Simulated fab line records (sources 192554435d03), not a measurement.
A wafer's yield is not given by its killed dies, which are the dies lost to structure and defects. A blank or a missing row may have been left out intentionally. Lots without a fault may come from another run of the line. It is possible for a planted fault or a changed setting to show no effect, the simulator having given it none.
fab line records || flow n5_finfet
record: {"lots": 5, "wafers": 15, "last_day": 14}
route steps=1938 shown BEOL_M1@782 BEOL_M4@1111 PASSIVATION@1936
lots that met no fault: taken from a fault-free run of the same line
start_h: hours from the record's first day to the start of the lot's first wafer shown || wait_h: hours since the lot's step before || " same as the row above || L1.1+2: a single row standing in for several wafers || - no value present, or no start provided || * or withheld: withheld || < > ~ a bound
route shown NAME@n: NAME is a module with steps in the file, n the number in the route of the first one || usual: average and standard deviation across the fault-free wafers || same: alike in all rows || chamber/n: place in a boat || sites: each site's reading || _std_site: the values' standard deviation || _edge_site: outer sites' mean less inner sites' || radius_mm: for every site, how far away it sits from the centre of the wafer || mask NAME#n: copy n || behind: tool/chamber where the wafer was last shaped || hold: the reason the lot was held/the length of the hold in hours/how it ended || device: transistor that didn't switch, given as n, p or np || end of line: the tests these same wafers got at the end of their route || a step without rows: its recipe alone || killed: not the wafer's yield, but the dies lost to structure and defects at the first sort || map: shows each die of a wafer: x if killed, . if not, _ if none is there
set.NAME: the setting as run; set.NAME@STEP: as run at that earlier step || model.NAME: the simulator's own value behind a step, which no gauge read
lots seen at some steps along the route; tables by step, rows by wafer
services: the hour from which a tool's chamber was out of use, counted from the record's first day as start_h (under 0 if before that day), plus the number of hours and why
== steps ==
step: N5_BEOL_M1_SOFTBAKE_23
recipe: {"temp_c": 110, "time_s": 60, "resist": "CAR-EUV"}
step: N5_BEOL_M1_EXPOSE_25
recipe: {"mask_id": "V0", "na": 0.33, "source_shape": "quasar", "sigma_inner": 0.2, "sigma_outer": 0.8, "polarization": "unpolarized", "defocus_nm": 5, "target_cd_nm": 24, "dose_mj": 63}
step: N5_BEOL_M1_PEB_26
recipe: {"peb_temp_c": 100, "peb_time_s": 60, "resist": "CAR-EUV"}
step: N5_BEOL_M1_DEVELOP_27
recipe: {"develop_time_s": 30, "developer": "TMAH", "resist": "CAR-EUV", "rinse_liquid": "surfactant_rinse", "dry": "air_spin", "dev_temp_c": 23}
step: N5_BEOL_M1_DESCUM_33
recipe: {"chemistry": "O2", "time_s": 7, "source_power_w": 50, "bias_power_w": 20, "pressure_mtorr": 20, "rf_frequency_hz": 2.712e+07, "temp_c": 40, "resist": "CAR-EUV", "o2_flow_sccm": 225}
step: N5_BEOL_M1_ETCH_77
recipe: {"chemistry": "N2/H2", "target": "underlayer", "target_depth_a": 65, "mask_material": "CAR-EUV", "time_s": 5.2, "ion_energy_ev": 200, "pressure_mtorr": 30, "source_w": 840, "bias_w": 150, "n2_flow_sccm": 200, "h2_flow_sccm": 200, "ends": "cleared"}
step: N5_BEOL_M1_ETCH_69
recipe: {"chemistry": "CF4", "target": "SiARC", "target_depth_a": 156, "mask_material": "CAR-EUV", "time_s": 26, "ion_energy_ev": 80, "pressure_mtorr": 40, "source_w": 545, "bias_w": 36, "Ar_flow_sccm": 100, "cf4_flow_sccm": 100, "ends": "cleared"}
step: N5_BEOL_M1_ALD_98
recipe: {"material": "SiO2", "target_thk_a": 25, "temp_c": 100, "ald_precursor_family": "BDEAS", "ald_co_reactant": "O2-plasma", "pulse_time_s": 1, "co_reactant_pulse_time_s": 1, "purge_time_s": 2, "co_reactant_purge_time_s": 2, "ald_cycles": 17, "pressure_torr": 2}
step: N5_BEOL_M1_ETCHBACK_99
recipe: {"chemistry": "CHF3", "target": "SiO2", "target_depth_a": 50, "time_s": 10.4, "source_w": 215, "bias_w": 47, "Ar_flow_sccm": 200, "CHF3_flow_sccm": 12, "ion_energy_ev": 100, "pressure_mtorr": 30}
step: N5_BEOL_M1_ETCH_70
recipe: {"chemistry": "N2/H2", "target": "SOC", "target_depth_a": 800, "overetch_a": 160, "mask_material": "SiARC", "temp_c": 40, "time_s": 120, "ion_energy_ev": 200, "pressure_mtorr": 30, "source_w": 840, "bias_w": 150, "n2_flow_sccm": 200, "h2_flow_sccm": 200}
usual: {"bias_w": "150.0/0.39", "drypump_motor_current_A": "5.6/0.38", "oes_product_au": "0.60/0.066", "rf_vpp_V": "523.0/2.6", "showerhead_plenum_p_Torr": "2.51/0.093", "throttle_valve_pct": "17.8/0.32"}
{"lot.wafer": "L874.1", "tool": "rie_diel-02", "chamber": 2, "start_h": 156.83, "wait_h": 0.0, "bias_w": 150.1, "drypump_motor_current_A": 5.5, "oes_product_au": 0.67, "rf_hours_counter_h": 22, "rf_vpp_V": 522.2, "showerhead_plenum_p_Torr": 2.49, "throttle_valve_pct": 17.5, "model.SiARC_of_BEOL_M1_COAT_68.thk_nm": 6.2}
{"lot.wafer": "L874.2", "tool": "rie_diel-02", "chamber": 3, "start_h": 156.83, "wait_h": 0.0, "bias_w": 150.5, "drypump_motor_current_A": 6.2, "oes_product_au": 0.53, "rf_hours_counter_h": 231, "rf_vpp_V": 520.6, "showerhead_plenum_p_Torr": 2.40, "throttle_valve_pct": 18.1, "model.SiARC_of_BEOL_M1_COAT_68.thk_nm": 6.6}
{"lot.wafer": "L874.5", "tool": "rie_diel-02", "chamber": 2, "start_h": 156.83, "wait_h": 0.0, "bias_w": 149.9, "drypump_motor_current_A": 5.5, "oes_product_au": 0.67, "rf_hours_counter_h": "-", "rf_vpp_V": 521.9, "showerhead_plenum_p_Torr": 2.49, "throttle_valve_pct": 17.5, "model.SiARC_of_BEOL_M1_COAT_68.thk_nm": 6.2}
{"lot.wafer": "L875.3", "tool": "rie_diel-02", "chamber": 2, "start_h": 166.91, "wait_h": 0.0, "bias_w": 107.0, "drypump_motor_current_A": 5.6, "oes_product_au": 0.66, "rf_hours_counter_h": 25, "rf_vpp_V": 419.0, "showerhead_plenum_p_Torr": 2.49, "throttle_valve_pct": 17.5, "model.SiARC_of_BEOL_M1_COAT_68.thk_nm": 8.6}
{"lot.wafer": "L875.4", "tool": "rie_diel-02", "chamber": 3, "start_h": 166.91, "wait_h": 0.0, "bias_w": 106.4, "drypump_motor_current_A": 6.2, "oes_product_au": 0.53, "rf_hours_counter_h": 234, "rf_vpp_V": 418.2, "showerhead_plenum_p_Torr": 2.40, "throttle_valve_pct": 18.1, "model.SiARC_of_BEOL_M1_COAT_68.thk_nm": 8.8}
{"lot.wafer": "L875.5", "tool": "rie_diel-02", "chamber": 0, "start_h": 166.91, "wait_h": 0.0, "bias_w": 106.0, "drypump_motor_current_A": 5.3, "oes_product_au": 0.66, "rf_hours_counter_h": "-", "rf_vpp_V": 421.1, "showerhead_plenum_p_Torr": 2.59, "throttle_valve_pct": 17.6, "model.SiARC_of_BEOL_M1_COAT_68.thk_nm": 8.4}
{"lot.wafer": "L876.1", "tool": "rie_diel-02", "chamber": 1, "start_h": 177.34, "wait_h": 0.0, "bias_w": 106.5, "drypump_motor_current_A": 5.8, "oes_product_au": 0.53, "rf_hours_counter_h": 249, "rf_vpp_V": 420.2, "showerhead_plenum_p_Torr": 2.49, "throttle_valve_pct": 17.5, "model.SiARC_of_BEOL_M1_COAT_68.thk_nm": 8.8}
{"lot.wafer": "L876.3", "tool": "rie_diel-02", "chamber": 3, "start_h": 177.34, "wait_h": 0.0, "bias_w": 106.6, "drypump_motor_current_A": 6.2, "oes_product_au": 0.52, "rf_hours_counter_h": 237, "rf_vpp_V": 418.3, "showerhead_plenum_p_Torr": 2.40, "throttle_valve_pct": 18.1, "model.SiARC_of_BEOL_M1_COAT_68.thk_nm": 8.8}
{"lot.wafer": "L876.6", "tool": "rie_diel-02", "chamber": 3, "start_h": 177.34, "wait_h": 0.0, "bias_w": 105.6, "drypump_motor_current_A": 6.2, "oes_product_au": 0.53, "rf_hours_counter_h": "-", "rf_vpp_V": 417.7, "showerhead_plenum_p_Torr": 2.40, "throttle_valve_pct": 18.1, "model.SiARC_of_BEOL_M1_COAT_68.thk_nm": 8.8}
{"lot.wafer": "L879.1", "tool": "rie_diel-02", "chamber": 0, "start_h": 186.69, "wait_h": 0.0, "bias_w": 105.9, "drypump_motor_current_A": 5.3, "oes_product_au": 0.65, "rf_hours_counter_h": 39, "rf_vpp_V": 422.3, "showerhead_plenum_p_Torr": 2.59, "throttle_valve_pct": 17.6, "model.SiARC_of_BEOL_M1_COAT_68.thk_nm": 8.4}
{"lot.wafer": "L879.2", "tool": "rie_diel-02", "chamber": 3, "start_h": 186.69, "wait_h": 0.0, "bias_w": 105.6, "drypump_motor_current_A": 6.2, "oes_product_au": 0.52, "rf_hours_counter_h": 242, "rf_vpp_V": 418.7, "showerhead_plenum_p_Torr": 2.40, "throttle_valve_pct": 18.1, "model.SiARC_of_BEOL_M1_COAT_68.thk_nm": 8.8}
{"lot.wafer": "L879.6", "tool": "rie_diel-02", "chamber": 3, "start_h": 186.69, "wait_h": 0.0, "bias_w": 106.1, "drypump_motor_current_A": 6.2, "oes_product_au": 0.52, "rf_hours_counter_h": "-", "rf_vpp_V": 417.4, "showerhead_plenum_p_Torr": 2.40, "throttle_valve_pct": 18.1, "model.SiARC_of_BEOL_M1_COAT_68.thk_nm": 8.8}
{"lot.wafer": "L880.1", "tool": "rie_diel-03", "chamber": 1, "start_h": 188.67, "wait_h": 0.0, "bias_w": 150.0, "drypump_motor_current_A": 5.0, "oes_product_au": 0.55, "rf_hours_counter_h": 198, "rf_vpp_V": 519.7, "showerhead_plenum_p_Torr": 2.41, "throttle_valve_pct": 17.8, "model.SiARC_of_BEOL_M1_COAT_68.thk_nm": 6.4}
{"lot.wafer": "L880.3", "tool": "rie_diel-03", "chamber": 2, "start_h": 188.67, "wait_h": 0.0, "bias_w": 149.9, "drypump_motor_current_A": 5.1, "oes_product_au": 0.55, "rf_hours_counter_h": 223, "rf_vpp_V": 526.1, "showerhead_plenum_p_Torr": 2.62, "throttle_valve_pct": 18.1, "model.SiARC_of_BEOL_M1_COAT_68.thk_nm": 6.4}
{"lot.wafer": "L880.5", "tool": "rie_diel-03", "chamber": 2, "start_h": 188.67, "wait_h": 0.0, "bias_w": 150.4, "drypump_motor_current_A": 5.1, "oes_product_au": 0.54, "rf_hours_counter_h": "-", "rf_vpp_V": 526.9, "showerhead_plenum_p_Torr": 2.62, "throttle_valve_pct": 18.1, "model.SiARC_of_BEOL_M1_COAT_68.thk_nm": 6.4}
step: N5_BEOL_M1_STRIP_71
recipe: {"chemistry": "N2/H2", "temp_c": 40, "n2_flow_sccm": 200, "h2_flow_sccm": 200, "rf_frequency_hz": 6e+07}
step: N5_BEOL_M4_RC_MEAS_101
usual: {"DIBL_N": "36.6/1.8", "DIBL_P": "37.1/2.1", "IOFF_N": "0.17/0.033", "IOFF_P": "0.23/0.039", "ION_N": "681/13", "ION_P": "467/8.7", "SS_N": "71.6/0.59", "SS_P": "73.4/0.63", "VT_N": "249/3.4", "VT_P": "-249/3.7"}
{"lot.wafer": "L874.1", "tool": "prober-01", "chamber": 0, "start_h": 202.83, "wait_h": 0.0, "DIBL_N[mV/V]": 36.9, "DIBL_P[mV/V]": 37.7, "IOFF_N[nA/um]": 0.18, "IOFF_P[nA/um]": 0.21, "ION_N[uA/um]": 688, "ION_P[uA/um]": 459, "SS_N[mV/dec]": 71.5, "SS_P[mV/dec]": 73.7, "VT_N[mV]": 248, "VT_P[mV]": -251}
{"lot.wafer": "L874.2", "tool": "prober-01", "chamber": 0, "start_h": 202.83, "wait_h": 0.0, "DIBL_N[mV/V]": 37.1, "DIBL_P[mV/V]": 38.3, "IOFF_N[nA/um]": 0.19, "IOFF_P[nA/um]": 0.21, "ION_N[uA/um]": 694, "ION_P[uA/um]": 464, "SS_N[mV/dec]": 72.3, "SS_P[mV/dec]": 73.5, "VT_N[mV]": 243, "VT_P[mV]": -253}
{"lot.wafer": "L874.5", "tool": "prober-01", "chamber": 0, "start_h": 202.83, "wait_h": 0.0, "DIBL_N[mV/V]": 35.5, "DIBL_P[mV/V]": 35.7, "IOFF_N[nA/um]": 0.16, "IOFF_P[nA/um]": 0.18, "ION_N[uA/um]": 684, "ION_P[uA/um]": 458, "SS_N[mV/dec]": 71.6, "SS_P[mV/dec]": 73.1, "VT_N[mV]": 247, "VT_P[mV]": -254}
{"lot.wafer": "L876.1", "tool": "prober-01", "chamber": 0, "start_h": 213.42, "wait_h": 0.0, "DIBL_N[mV/V]": 34.3, "DIBL_P[mV/V]": 36.9, "IOFF_N[nA/um]": 0.16, "IOFF_P[nA/um]": 0.23, "ION_N[uA/um]": 684, "ION_P[uA/um]": 471, "SS_N[mV/dec]": 71.3, "SS_P[mV/dec]": 73.7, "VT_N[mV]": 249, "VT_P[mV]": -247}
{"lot.wafer": "L876.3", "tool": "prober-01", "chamber": 0, "start_h": 213.42, "wait_h": 0.0, "DIBL_N[mV/V]": 35.2, "DIBL_P[mV/V]": 36.7, "IOFF_N[nA/um]": 0.16, "IOFF_P[nA/um]": 0.21, "ION_N[uA/um]": 667, "ION_P[uA/um]": 459, "SS_N[mV/dec]": 72.0, "SS_P[mV/dec]": 72.7, "VT_N[mV]": 251, "VT_P[mV]": -250}
{"lot.wafer": "L876.6", "tool": "prober-01", "chamber": 0, "start_h": 213.42, "wait_h": 0.0, "DIBL_N[mV/V]": 36.4, "DIBL_P[mV/V]": 39.3, "IOFF_N[nA/um]": 0.20, "IOFF_P[nA/um]": 0.27, "ION_N[uA/um]": 699, "ION_P[uA/um]": 478, "SS_N[mV/dec]": 71.8, "SS_P[mV/dec]": 73.5, "VT_N[mV]": 244, "VT_P[mV]": -245}
{"lot.wafer": "L875.3", "tool": "prober-02", "chamber": 0, "start_h": 216.18, "wait_h": 0.3, "DIBL_N[mV/V]": 38.0, "DIBL_P[mV/V]": 38.5, "IOFF_N[nA/um]": 0.19, "IOFF_P[nA/um]": 0.21, "ION_N[uA/um]": 675, "ION_P[uA/um]": 458, "SS_N[mV/dec]": 71.3, "SS_P[mV/dec]": 73.7, "VT_N[mV]": 248, "VT_P[mV]": -250}
{"lot.wafer": "L875.4", "tool": "prober-02", "chamber": 0, "start_h": 216.18, "wait_h": 0.3, "DIBL_N[mV/V]": 34.2, "DIBL_P[mV/V]": 35.2, "IOFF_N[nA/um]": 0.13, "IOFF_P[nA/um]": 0.17, "ION_N[uA/um]": 673, "ION_P[uA/um]": 464, "SS_N[mV/dec]": 70.1, "SS_P[mV/dec]": 72.6, "VT_N[mV]": 253, "VT_P[mV]": -254}
{"lot.wafer": "L875.5", "tool": "prober-02", "chamber": 0, "start_h": 216.18, "wait_h": 0.3, "DIBL_N[mV/V]": 37.5, "DIBL_P[mV/V]": 38.6, "IOFF_N[nA/um]": 0.18, "IOFF_P[nA/um]": 0.21, "ION_N[uA/um]": 688, "ION_P[uA/um]": 467, "SS_N[mV/dec]": 70.8, "SS_P[mV/dec]": 73.4, "VT_N[mV]": 247, "VT_P[mV]": -250}
{"lot.wafer": "L879.1", "tool": "prober-01", "chamber": 0, "start_h": 222.40, "wait_h": 0.0, "DIBL_N[mV/V]": 36.0, "DIBL_P[mV/V]": 34.2, "IOFF_N[nA/um]": 0.15, "IOFF_P[nA/um]": 0.19, "ION_N[uA/um]": 668, "ION_P[uA/um]": 458, "SS_N[mV/dec]": 71.8, "SS_P[mV/dec]": 72.8, "VT_N[mV]": 253, "VT_P[mV]": -252}
{"lot.wafer": "L879.2", "tool": "prober-01", "chamber": 0, "start_h": 222.40, "wait_h": 0.0, "DIBL_N[mV/V]": 40.0, "DIBL_P[mV/V]": 39.8, "IOFF_N[nA/um]": 0.23, "IOFF_P[nA/um]": 0.28, "ION_N[uA/um]": 689, "ION_P[uA/um]": 463, "SS_N[mV/dec]": 72.9, "SS_P[mV/dec]": 74.4, "VT_N[mV]": 245, "VT_P[mV]": -247}
{"lot.wafer": "L879.6", "tool": "prober-01", "chamber": 0, "start_h": 222.40, "wait_h": 0.0, "DIBL_N[mV/V]": 40.2, "DIBL_P[mV/V]": 40.0, "IOFF_N[nA/um]": 0.25, "IOFF_P[nA/um]": 0.30, "ION_N[uA/um]": 690, "ION_P[uA/um]": 469, "SS_N[mV/dec]": 72.7, "SS_P[mV/dec]": 74.5, "VT_N[mV]": 244, "VT_P[mV]": -248}
{"lot.wafer": "L880.1", "tool": "prober-02", "chamber": 0, "start_h": 224.01, "wait_h": 0.0, "DIBL_N[mV/V]": 35.3, "DIBL_P[mV/V]": 36.9, "IOFF_N[nA/um]": 0.18, "IOFF_P[nA/um]": 0.24, "ION_N[uA/um]": 695, "ION_P[uA/um]": 473, "SS_N[mV/dec]": 71.2, "SS_P[mV/dec]": 74.2, "VT_N[mV]": 243, "VT_P[mV]": -246}
{"lot.wafer": "L880.3", "tool": "prober-02", "chamber": 0, "start_h": 224.01, "wait_h": 0.0, "DIBL_N[mV/V]": 37.1, "DIBL_P[mV/V]": 39.1, "IOFF_N[nA/um]": 0.21, "IOFF_P[nA/um]": 0.29, "ION_N[uA/um]": 684, "ION_P[uA/um]": 472, "SS_N[mV/dec]": 71.9, "SS_P[mV/dec]": 73.8, "VT_N[mV]": 246, "VT_P[mV]": -244}
{"lot.wafer": "L880.5", "tool": "prober-02", "chamber": 0, "start_h": 224.01, "wait_h": 0.0, "DIBL_N[mV/V]": 37.2, "DIBL_P[mV/V]": 39.1, "IOFF_N[nA/um]": 0.22, "IOFF_P[nA/um]": 0.28, "ION_N[uA/um]": 699, "ION_P[uA/um]": 480, "SS_N[mV/dec]": 72.2, "SS_P[mV/dec]": 74.5, "VT_N[mV]": 244, "VT_P[mV]": -244}
step: N5_PASSIVATION_PROBE_49
usual: {"defect_limited_yield": "91.1/1.4", "killed_at_M0_to_M3": "32/9.4", "killed_at_M4_up": "14/5.1", "killed_at_contacts": "11/5.5", "killed_at_front_end": "44/13", "killed_at_other": "4/3.2", "killed_dies": "104/16", "killed_open": "70/12", "killed_short": "33/7.8", "sort_bin_5_function": "5.1/0.91", "sort_bin_6_memory": "3.4/0.63", "sort_n_pass": "1075/16", "sort_yield_pct": "91.2/1.4"}
same: {"gross_dies": 1180, "killed_at_back_side": 0, "sort_bin_4_leakage[%]": 0, "sort_bin_8_speed[%]": 0}
{"lot.wafer": "L874.1", "tool": "prober-01", "chamber": "-", "start_h": 300.81, "wait_h": 0.2, "defect_limited_yield[%]": 91.9, "killed_at_M0_to_M3": 36, "killed_at_M4_up": 17, "killed_at_contacts": 7, "killed_at_front_end": 29, "killed_at_other": 7, "killed_dies": 96, "killed_open": 65, "killed_short": 31, "sort_bin_5_function[%]": 4.5, "sort_bin_6_memory[%]": 3.4, "sort_n_pass": 1084, "sort_yield_pct[%]": 91.9}
{"lot.wafer": "L874.2", "tool": "prober-01", "chamber": "-", "start_h": 300.86, "wait_h": 0.3, "defect_limited_yield[%]": 89.2, "killed_at_M0_to_M3": 26, "killed_at_M4_up": 27, "killed_at_contacts": 15, "killed_at_front_end": 58, "killed_at_other": 1, "killed_dies": 127, "killed_open": 85, "killed_short": 42, "sort_bin_5_function[%]": 5.9, "sort_bin_6_memory[%]": 4.7, "sort_n_pass": 1053, "sort_yield_pct[%]": 89.2}
{"lot.wafer": "L874.5", "tool": "prober-01", "chamber": "-", "start_h": 301.01, "wait_h": 0.4, "defect_limited_yield[%]": 89.7, "killed_at_M0_to_M3": 48, "killed_at_M4_up": 19, "killed_at_contacts": 13, "killed_at_front_end": 32, "killed_at_other": 9, "killed_dies": 121, "killed_open": 77, "killed_short": 39, "sort_bin_5_function[%]": 6.1, "sort_bin_6_memory[%]": 3.8, "sort_n_pass": 1059, "sort_yield_pct[%]": 89.7}
{"lot.wafer": "L876.1", "tool": "prober-02", "chamber": "-", "start_h": 317.07, "wait_h": 0.0, "defect_limited_yield[%]": 92.0, "killed_at_M0_to_M3": 19, "killed_at_M4_up": 15, "killed_at_contacts": 9, "killed_at_front_end": 50, "killed_at_other": 1, "killed_dies": 94, "killed_open": 65, "killed_short": 27, "sort_bin_5_function[%]": 4.1, "sort_bin_6_memory[%]": 3.2, "sort_n_pass": 1086, "sort_yield_pct[%]": 92.0}
{"lot.wafer": "L876.3", "tool": "prober-02", "chamber": "-", "start_h": 317.17, "wait_h": 0.1, "defect_limited_yield[%]": 91.9, "killed_at_M0_to_M3": 18, "killed_at_M4_up": 12, "killed_at_contacts": 7, "killed_at_front_end": 57, "killed_at_other": 1, "killed_dies": 95, "killed_open": 59, "killed_short": 35, "sort_bin_5_function[%]": 4.7, "sort_bin_6_memory[%]": 3.1, "sort_n_pass": 1085, "sort_yield_pct[%]": 91.9}
{"lot.wafer": "L876.6", "tool": "prober-02", "chamber": "-", "start_h": 317.32, "wait_h": 0.3, "defect_limited_yield[%]": 91.4, "killed_at_M0_to_M3": 20, "killed_at_M4_up": 15, "killed_at_contacts": 5, "killed_at_front_end": 58, "killed_at_other": 4, "killed_dies": 102, "killed_open": 74, "killed_short": 27, "sort_bin_5_function[%]": 5.2, "sort_bin_6_memory[%]": 3.1, "sort_n_pass": 1078, "sort_yield_pct[%]": 91.4}
killed by level:class
L874.1 BEOL_M3:geometric_particle:open=17 FIN_SAQP:geometric_particle:open=8 FIN_SAQP:geometric_particle:short=7 BEOL_M4:geometric_particle:open=6 MOL_CONTACT_COAG:geometric_particle:open=5 BEOL_M0_SAQP:geometric_particle:short=5 BEOL_M0_SAQP:geometric_particle:open=5 BEOL_M2:geometric_particle:open=5
L874.2 BEOL_M4:geometric_particle:open=13 FIN_SAQP:geometric_particle:open=12 STI_FIN_REVEAL:geometric_particle:open=12 MOL_CONTACT_COAG:geometric_particle:open=9 GATE_CUT:geometric_particle:short=8 BEOL_M0_SAQP:geometric_particle:short=8 BEOL_M0_SAQP:geometric_particle:open=8 MOL_CONTACT_COAG:geometric_particle:short=6
L874.5 BEOL_M3:geometric_particle:open=15 MOL_CONTACT_COAG:geometric_particle:open=10 BEOL_M0_SAQP:geometric_particle:short=10 BEOL_M2:geometric_particle:open=8 BEOL_M4:geometric_particle:open=7 GATE_CUT:geometric_particle:open=6 BEOL_M0_SAQP:geometric_particle:open=6 FIN_SAQP:geometric_particle:open=5
L876.1 STI_FIN_REVEAL:geometric_particle:open=12 FIN_SAQP:geometric_particle:open=9 DUMMY_GATE:geometric_particle:open=9 BEOL_M3:geometric_particle:open=8 MOL_CONTACT_COAG:geometric_particle:open=7 GATE_CUT:geometric_particle:short=4 BEOL_M4:geometric_particle:open=4 FIN_SAQP:geometric_particle:short=3
L876.3 FIN_SAQP:geometric_particle:open=12 STI_FIN_REVEAL:geometric_particle:open=10 FIN_SAQP:geometric_particle:short=9 GATE_CUT:geometric_particle:short=7 BEOL_M2:geometric_particle:open=7 GATE_CUT:geometric_particle:open=6 MOL_CONTACT_COAG:geometric_particle:open=5 BEOL_M5:geometric_particle:open=4
L876.6 FIN_SAQP:geometric_particle:open=17 STI_FIN_REVEAL:geometric_particle:open=12 DUMMY_GATE:geometric_particle:open=7 STI_FIN_REVEAL:geometric_particle:short=5 MOL_CONTACT_COAG:geometric_particle:open=5 BEOL_M2:geometric_particle:open=5 BEOL_M4:geometric_particle:open=5 FIN_SAQP:geometric_particle:short=4
== services ==
{"tool": "rie_diel-02", "chamber": 1, "start_h": 146.26, "hours": 4.1, "kind": "repair"}
{"tool": "rie_diel-02", "chamber": 1, "start_h": 180.96, "hours": "-", "kind": "clean"}
{"tool": "rie_diel-02", "chamber": 1, "start_h": 180.96, "hours": "-", "kind": "consumable_replace:focus_ring"}
{"tool": "rie_diel-02", "chamber": 1, "start_h": 180.96, "hours": 15.2, "kind": "scheduled_down"}
{"tool": "rie_diel-02", "chamber": 1, "start_h": 180.96, "hours": 15.2, "kind": "vent_cycle"}
== key ==
first_sign: {"step": "N5_BEOL_M1_ETCH_70", "reading": "bias_w", "direction": "down", "sigmas": "99+", "usual": "*", "struck": "*"}
effect: {"step": "N5_BEOL_M1_ETCH_70", "reading": "rf_vpp_V", "direction": "down", "sigmas": 40, "usual": 523.0, "struck": 419.2}
model_effect: {"step": "N5_BEOL_M1_ETCH_70", "value": "SiARC_of_BEOL_M1_COAT_68.thk_nm", "without": 6.467, "struck": 8.689}
met_at N5_BEOL_M1_ETCH_70
struck_wafers L875.3,L875.4,L875.5,L876.1,L876.3,L876.6,L879.1,L879.2,L879.6
onset_between 156.83 166.91
fault: {"kind": "process_parameter_drift", "tool": "rie_diel-02", "chamber": "-", "onset_h": 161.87, "steps": "N5_BEOL_M1_ETCH_70", "channel": "bias_w", "offset": "*", "shape": "step", "end_h": 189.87, "acts_in": "*", "stated": "*"}
